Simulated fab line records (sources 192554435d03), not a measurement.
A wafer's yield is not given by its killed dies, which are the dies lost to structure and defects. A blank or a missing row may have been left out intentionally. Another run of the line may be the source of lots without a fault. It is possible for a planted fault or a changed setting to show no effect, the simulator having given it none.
Chamber matching	flow n5 finfet	4 sister chambers for N5_BEOL_M11_DESCUM_16 on rie diel-03
The step chemistry O2, time 7.9 s. 20 wafers are shown with their chamber, then 10 later ones without.

== WAFERS PAIRED WITH THEIR CHAMBERS ==
wafer	chamber	showerhead plenum p Torr (Torr)	drypump motor current A (A)	throttle valve pct (%)
L077.3	1	2.19	6.0	19.94
L077.4	1	2.19	6.0	19.95
L077.6	0	2.22	5.2	20.13
L079.3	0	2.22	5.3	20.14
L079.4	3	2.14	5.9	20.48
L079.6	0	2.22	5.3	20.13
L081.1	3	2.14	5.9	20.48
L081.2	2	1.98	5.2	19.96
L081.5	2	1.98	5.2	19.93
L082.1	2	1.98	5.3	19.95
L082.4	3	2.14	5.9	20.48
L082.5	0	2.22	5.3	20.16
L088.2	0	2.21	5.2	20.17
L088.5	0	2.21	5.2	20.20
L088.6	3	2.14	5.9	20.48
L090.2	2	1.97	5.2	19.97
L090.3	0	2.21	5.2	20.17
L090.4	1	2.18	6.0	19.98
L089.3	2	1.97	5.2	19.98
L089.4	3	2.14	5.9	20.49

SIGNATURES (means of the wafers above)
reading	chamber 0	chamber 1	chamber 2	chamber 3	scatter within a chamber
showerhead plenum p Torr	2.2157	2.1867	1.9760	2.1400	0.00473
drypump motor current A	5.243	6.000	5.220	5.900	0.0396
throttle valve pct	20.1571	19.9567	19.9580	20.4820	0.02
Rule: a wafer's distance from a chamber is the root of the sum, over the readings, of the square of ((its reading less the chamber's mean) divided by the reading's scatter). If the next closest chamber is less than 2 further off than the closest, the wafer can't be placed; otherwise it belongs to the closest. The scatter: the root of (the sum of the squares of (reading less its chamber's mean) over the shown wafers, divided by (wafers less chambers)).

== WAFERS WHOSE CHAMBER IS MISSING ==
wafer	showerhead plenum p Torr (Torr)	drypump motor current A (A)	throttle valve pct (%)
L089.5	2.21	5.2	20.16
L092.2	1.97	5.2	19.98
L092.5	2.18	6.0	20.00
L092.6	1.97	5.2	19.96
L095.2	1.97	5.2	19.99
L095.4	2.13	5.9	20.52
L095.5	2.13	5.8	20.52
L097.4	2.18	6.0	20.00
L097.5	1.97	5.2	20.00
L097.6	2.18	6.0	20.02

== WHICH CHAMBER EACH WENT THROUGH ==
wafer	from the rows above	in truth
L089.5	0	0
L092.2	2	2
L092.5	1	1
L092.6	2	2
L095.2	2	2
L095.4	3	3
L095.5	3	3
L097.4	1	1
L097.5	2	2
L097.6	1	1
Placed correctly: 10 of 10. Left unplaced by these rows: 0. Wrongly placed: 0.
